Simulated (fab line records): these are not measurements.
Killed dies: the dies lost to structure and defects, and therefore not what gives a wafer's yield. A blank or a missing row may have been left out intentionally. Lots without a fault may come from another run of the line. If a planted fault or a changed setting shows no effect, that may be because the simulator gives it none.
Which of the tools did it?    flow nand-harc    12 lots with 35 wafers sampled at 5 steps, on a route of 1302 steps

WHAT THE GAUGES SHOWED, per wafer
NHARC_END_SORT_01. Usual: killed-at-array 57, standard deviation 20; killed-at-other 1.3, standard deviation 1.4; killed-at-periphery 3.4, standard deviation 2.4; killed-dies 61, standard deviation 19; killed-open 2.9, standard deviation 1.8; killed-short 2.5, standard deviation 1.6.
lot   measured      on         killed-at-array  killed-at-other  killed-at-periphery  killed-dies  killed-open  killed-short  flag
L777  day 27 11:46  prober-02  45 70 72         0 0 0            4 4 2                49 74 74     1 2 5        3 1 2         
L786  day 31 17:40  prober-02  75 82            0 1              5 3                  80 86        7 3          9 5           
L788  day 31 14:25  prober-01  46 41 45         1 0 2            11 3 5               58 44 52     4 2 6        2 3 2         
L790  day 33 02:34  prober-02  59 55 61         0 1 1            1 1 2                60 57 64     3 2 3        2 0 2         

WHAT TOOL EACH LOT RAN ON (gives the tool, then ch and the chambers of the sampled wafers, and finally the start)
lot   NHARC_A_STAIRCASE_TRIM_226                     NHARC_A_STAIRCASE_ETCH_230          NHARC_A_STAIRCASE_ETCH_232                     NHARC_A_STAIRCASE_ETCH_234
L771  rie-diel-09 ch 0,1, day 16 11:02 or earlier    rie-diel-03 ch 0,1, day 16 11:02    rie-diel-03 ch 0,1, no start                   rie-diel-03 ch 0, no start
L770  rie-diel-10 ch 2,3, day 16 11:25 or earlier    rie-diel-10 ch 0,3, day 16 11:25    rie-diel-10 ch 0,2,3, no start                 rie-diel-10 ch 0,2, no start
L772  rie-diel-03 ch 1,2,3, day 17 01:50 or earlier  rie-diel-10 ch 0,1,3, day 17 01:50  rie-diel-10 ch 0,2,3, no start                 rie-diel-10 ch 1,2,3, no start
L773  rie-diel-09 ch 1,2,3, day 17 07:44 or earlier  rie-diel-09 ch 0,2,3, day 17 07:44  rie-diel-09 ch 1,2,3, no start                 rie-diel-09 ch 0,2,3, no start
L775  rie-diel-03 ch 2,3, day 18 15:47 or earlier    rie-diel-03 ch 1,2,3, day 18 15:47  rie-diel-03 ch 2,3, no start                   rie-diel-03 ch 0,2,3, no start
L777  rie-diel-09 ch 1,2,3, day 18 22:42 or earlier  rie-diel-09 ch 1,2,3, day 18 22:42  rie-diel-09 ch 0,3, day 27 11:46 or earlier    rie-diel-09 ch 0,2, day 27 11:46 or earlier
L778  rie-diel-10 ch 0,1,3, day 19 19:40 or earlier  rie-diel-10 ch 0,2, day 19 19:40    rie-diel-10 ch 0,2,3, no start                 rie-diel-10 ch 0,1,2, no start
L779  rie-diel-09 ch 0,2,3, day 19 22:34 or earlier  rie-diel-03 ch 0,1,2, day 19 22:34  rie-diel-03 ch 0,1,3, no start                 rie-diel-03 ch 1,2,3, no start
L786  rie-diel-10 ch 2,3, day 23 07:07 or earlier    rie-diel-09 ch 2,3, day 23 07:07    rie-diel-09 ch 0,1, day 31 17:40 or earlier    rie-diel-09 ch 0,1, day 31 17:40 or earlier
L788  rie-diel-09 ch 0,2,3, day 23 14:24 or earlier  rie-diel-03 ch 0,2, day 23 14:24    rie-diel-03 ch 0,1,3, day 31 14:25 or earlier  rie-diel-03 ch 1,2, day 31 14:25 or earlier
L790  rie-diel-10 ch 0,1,3, day 24 13:51 or earlier  rie-diel-03 ch 1,3, day 24 13:51    rie-diel-03 ch 1,2,3, day 33 02:34 or earlier  rie-diel-03 ch 0,2,3, day 33 02:34 or earlier
L792  rie-diel-10 ch 1,2,3, day 25 14:29 or earlier  rie-diel-10 ch 0,1,3, day 25 14:29  rie-diel-10 ch 0,1,2, no start                 rie-diel-10 ch 0,2,3, no start
- NHARC_A_STAIRCASE_TRIM_226: chemistry O2, time 211.2 s.
- NHARC_A_STAIRCASE_ETCH_230: etches the open film in C4F8/O2, target depth 100 nm, time 40.5 s.
- NHARC_A_STAIRCASE_ETCH_232: etches the open film in C4F8/O2, target depth 100 nm, time 40.5 s.
- NHARC_A_STAIRCASE_ETCH_234: etches the open film in C4F8/O2, target depth 100 nm, time 40.5 s.

AS READ BY THE TOOLS THEMSELVES (means over the sampled wafers that have a number; for cases with no such wafer, the mark the record gives instead)
NHARC_A_STAIRCASE_TRIM_226. Usual: drypump-motor-current-A 5.6 A, standard deviation 0.48; oes-product-au 1.000 a.u., standard deviation 0.0091; rf-vpp-V 57.9 V, standard deviation 0.81; showerhead-plenum-p-Torr 3.54 Torr, standard deviation 0.11; throttle-valve-pct 17.036 %, standard deviation 0.0095.
lot   tool         drypump-motor-current-A (A)  oes-product-au (a.u.)  rf-vpp-V (V)  showerhead-plenum-p-Torr (Torr)  throttle-valve-pct (%)  flag
L771  rie-diel-09  5.5                          1.004                  57.9          3.54                             17.039                  
L770  rie-diel-10  5.2                          0.991                  58.1          3.60                             17.026                  
L772  rie-diel-03  5.7                          1.008                  58.3          3.58                             17.035                  
L773  rie-diel-09  5.6                          1.004                  58.1          3.57                             17.037                  
L775  rie-diel-03  5.7                          1.006                  58.3          3.66                             17.034                  
L777  rie-diel-09  5.6                          1.002                  57.9          3.56                             17.033                  
L778  rie-diel-10  5.6                          0.993                  58.5          3.52                             17.047                  
L779  rie-diel-09  5.3                          1.019                  57.3          3.50                             17.043                  
L786  rie-diel-10  5.4                          0.992                  57.9          3.61                             17.038                  
L788  rie-diel-09  5.3                          0.998                  58.2          3.48                             17.031                  
L790  rie-diel-10  5.5                          1.002                  57.8          3.50                             17.025                  
L792  rie-diel-10  5.7                          1.003                  57.9          3.56                             17.033                  

NHARC_A_STAIRCASE_ETCH_230. Usual: oes-product-au 0.947 a.u., standard deviation 0.018; rf-vpp-V 896 V, standard deviation 4.4; run-length-s 61.9 s, standard deviation 0.47.
lot   tool         oes-product-au (a.u.)  rf-vpp-V (V)  run-length-s (s)  flag
L771  rie-diel-03  0.933                  890           61.8              
L770  rie-diel-10  0.939                  895           61.8              
L772  rie-diel-10  0.959                  897           61.8              
L773  rie-diel-09  0.941                  896           61.8              
L775  rie-diel-03  0.947                  898           62.1              
L777  rie-diel-09  0.954                  896           62.2              
L778  rie-diel-10  0.932                  901           62.0              
L779  rie-diel-03  0.968                  893           61.7              
L786  rie-diel-09  0.960                  896           63.1              
L788  rie-diel-03  0.928                  897           61.6              
L790  rie-diel-03  0.952                  893           62.2              
L792  rie-diel-10  0.946                  895           62.0              

NHARC_A_STAIRCASE_ETCH_232. Usual: oes-product-au 0.943 a.u., standard deviation 0.012; rf-vpp-V 896 V, standard deviation 4.3; run-length-s 61.8 s, standard deviation 0.49.
lot   tool         oes-product-au (a.u.)  rf-vpp-V (V)  run-length-s (s)  flag
L771  rie-diel-03  0.936                  890           62.0              
L770  rie-diel-10  0.938                  898           62.0              
L772  rie-diel-10  0.940                  899           61.9              
L773  rie-diel-09  0.936                  899           61.8              
L775  rie-diel-03  0.937                  901           61.6              
L777  rie-diel-09  0.961                  895           61.4              
L778  rie-diel-10  0.938                  898           62.0              
L779  rie-diel-03  0.962                  894           62.2              
L786  rie-diel-09  0.950                  896           61.3              
L788  rie-diel-03  0.936                  893           61.9              
L790  rie-diel-03  0.944                  896           61.9              
L792  rie-diel-10  0.934                  897           62.5              

NHARC_A_STAIRCASE_ETCH_234. Usual: oes-product-au 0.942 a.u., standard deviation 0.013; rf-vpp-V 896 V, standard deviation 4.4; run-length-s 61.9 s, standard deviation 0.48.
lot   tool         oes-product-au (a.u.)  rf-vpp-V (V)  run-length-s (s)  flag
L771  rie-diel-03  0.927                  890           61.6              
L770  rie-diel-10  0.943                  901           62.3              
L772  rie-diel-10  0.949                  899           62.0              
L773  rie-diel-09  0.952                  896           61.8              
L775  rie-diel-03  0.951                  897           61.7              
L777  rie-diel-09  0.963                  893           61.4              
L778  rie-diel-10  0.941                  898           62.1              
L779  rie-diel-03  0.949                  898           61.9              
L786  rie-diel-09  0.948                  896           61.4              
L788  rie-diel-03  0.935                  896           61.6              
L790  rie-diel-03  0.922                  895           61.8              
L792  rie-diel-10  0.937                  898           61.8              

THE ANSWER, worked out from the rows above alone
Rule: a lot is off if the mean of its wafers that have a number lies more than 3 standard deviations from the usual mean. Also off: a lot with no number at a reading for which 4 or more lots have one. All remaining lots with rows at the step are treated as sound. First the gauges in route order, then the tools' own readings, where a lot's mean is used as printed above. The first step at which some lot is off is used, and at that step the reading that is off furthest; a lot without a number counts as furthest.
Nothing can be told from this: no lot is off at any reading shown.

WHAT HAD BEEN PUT IN BY THE SIMULATOR
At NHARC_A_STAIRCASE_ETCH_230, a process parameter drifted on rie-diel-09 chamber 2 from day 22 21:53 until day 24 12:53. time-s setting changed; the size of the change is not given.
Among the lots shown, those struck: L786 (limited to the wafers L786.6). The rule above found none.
